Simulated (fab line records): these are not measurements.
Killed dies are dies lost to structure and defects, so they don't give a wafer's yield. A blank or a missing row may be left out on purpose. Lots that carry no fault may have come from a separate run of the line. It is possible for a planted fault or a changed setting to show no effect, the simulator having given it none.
A struck lot beside a sound one :: flow n5Finfet :: 16 steps out of a route of 1938
Sound: the wafers L136.1, L136.3, L136.6. Struck: wafer L149.1 (left out: L149.3, L149.4 of the same lot, which were not struck); the cause appears at the end.
Order at every step that has rows: each side's tool, ch and its chambers, its first start. Under that, the readings that differ: sound wafers :: struck wafers :: difference of the means :: sigmas: that difference in standard deviations of wafers without a fault.
alike: a reading whose means differ by less than 2 such deviations, as well as words and numbers matching on both sides. not compared: withheld readings; readings where some wafer has no value; bounds like >300 that might hide an equal value; numbers whose values overlap and for which the record gives no deviation.
The two part at a step that has a row with sigmas, a row that says differs or no value, or rows on one side only. Numbers that don't overlap but have no deviation are shown without sigmas and don't part them. A reading missing from all wafers of one side parts the sides only when that side holds two or more wafers.

N5_GATE_CUT_ETCH_19: etches SiNx in CH3F/O2, target depth 53.7 nm, time 76.7 s.
  sound on rieDiel-04 ch 0,2,3, day 6 12:53; struck on rieDiel-03 ch 0, day 9 20:44
reading: rfVppV (V)
sound: 283 290 288
struck: 318
difference: +31
sigmas: +3
  alike: biasW, drypumpMotorCurrentA, etchRfOnTimeS, oes_f_703_au, oesProductAu, showerheadPlenumPTorr, throttleValvePct
  not compared: rfHoursCounterH
then, 1 step without rows for these wafers: N5_GATE_CUT_CUT_ETCH_53 (etches W in SF6/Cl2, target depth 79.2 nm).
N5_GATE_CUT_CUT_ETCH_54: etches TiN in Cl2/BCl3, target depth 96.7 nm.
  sound on rieMetal-02 ch 0,1, day 6 13:03; struck on rieMetal-02 ch 1, day 9 20:54
  alike: bcl3FlowSccm, biasW, drypumpMotorCurrentA, etchRfOnTimeS, oesProductAu, throttleValvePct
  not compared: rfHoursCounterH
then, 2 steps without rows for these wafers: N5_GATE_CUT_CUT_ETCH_55 (etches HfO2 in BCl3, target depth 3.2 nm); N5_GATE_CUT_ETCH_47 (etches SiO2 in Cl2/BCl3, target depth 10 nm).
N5_GATE_CUT_VAPOR_ETCH_48: etches TiN in BCl3/Cl2.
  sound on rieMetal-02 ch 0,1, day 6 13:10; struck on rieMetal-02 ch 1, day 9 21:01
  alike: drypumpMotorCurrentA, oesProductAu
N5_GATE_CUT_VAPOR_ETCH_49: etches TiAlC in BCl3/Cl2.
  sound on rieMetal-02 ch 0,1, day 6 13:12; struck on rieMetal-02 ch 1, day 9 21:03
  alike: drypumpMotorCurrentA, oesProductAu
N5_GATE_CUT_VAPOR_ETCH_51: etches HfO2 in BCl3/Cl2.
  sound on rieMetal-02 ch 0,1, day 6 13:14; struck on rieMetal-02 ch 1, day 9 21:05
  alike: drypumpMotorCurrentA, oesProductAu
then, 4 steps without rows for these wafers: N5_GATE_CUT_STRIP_21 (strips in N2/H2, time 30 s); N5_GATE_CUT_STRIP_29 (strips in post etch residue remover, time 60 s); N5_GATE_CUT_SRD_52 (time 30 s); N5_GATE_CUT_ALD_22 (deposits SiNx, target thk 16 nm, pulse time 1 s, ald cycles 320).
N5_GATE_CUT_CMP_23: polishes, stops on SiO2, t overpolish 23.4 s, target thk 16 nm.
  sound on cmp-02 ch 1,3, day 6 15:00; struck on cmp-02 ch 2, day 9 22:48
reading: slurryFlowMlMin
sound: 150.5 150.3 150.0
struck: 149.4
difference: -0.9
sigmas: -2

reading: timeToEndpointS (s)
sound: 20 24 21
struck: 6
difference: -16
sigmas: -5

reading: model.SiNx_of_GATE_CUT_ALD_22.thkNm (nm)
sound: 16 16 16.2
struck: 14.4
difference: -1.7
sigmas: 
  alike: motorCurrentA, overpolishRunS, retainingRingPressureFrac, slurryFilterDpKPa
  not compared: padLifeWafers
N5_GATE_CUT_THK_MEAS_24:
  struck on filmMetro-01, day 9 23:06; sound on filmMetro-01, day 6 15:18
  alike: GC_FILL_THK
-- here the record skips 4 days between the struck wafers' starts before and after, leaving off in module GATE_CUT and picking up in module BEOL_M4 (first step shown: number 1111 of the route) --
N5_BEOL_M4_RC_MEAS_101:
  sound on prober-01 ch 0, day 10 06:32; struck on prober-01 ch 0, day 13 21:16
reading: ION_P (uA/um)
sound: 472 434 463
struck: 481
difference: +25
sigmas: +3

reading: SS_P (mV/dec)
sound: 75.0 71.6 75.2
struck: 72.0
difference: -1.9
sigmas: -2

reading: VT_N (mV)
sound: 250 260 248
struck: 243
difference: -10
sigmas: -2

reading: VT_P (mV)
sound: -251 -260 -250
struck: -242
difference: +12
sigmas: +3
  alike: DIBL_N, DIBL_P, IOFF_N, IOFF_P, ION_N, SS_N
following that, these wafers have no rows for 1 step: N5_PASSIVATION_PROBE_49.

## WHERE THEY PART
At N5_GATE_CUT_ETCH_19 first; at N5_BEOL_M4_RC_MEAS_101 last (within this record only).

WHY: the cause the simulator had injected
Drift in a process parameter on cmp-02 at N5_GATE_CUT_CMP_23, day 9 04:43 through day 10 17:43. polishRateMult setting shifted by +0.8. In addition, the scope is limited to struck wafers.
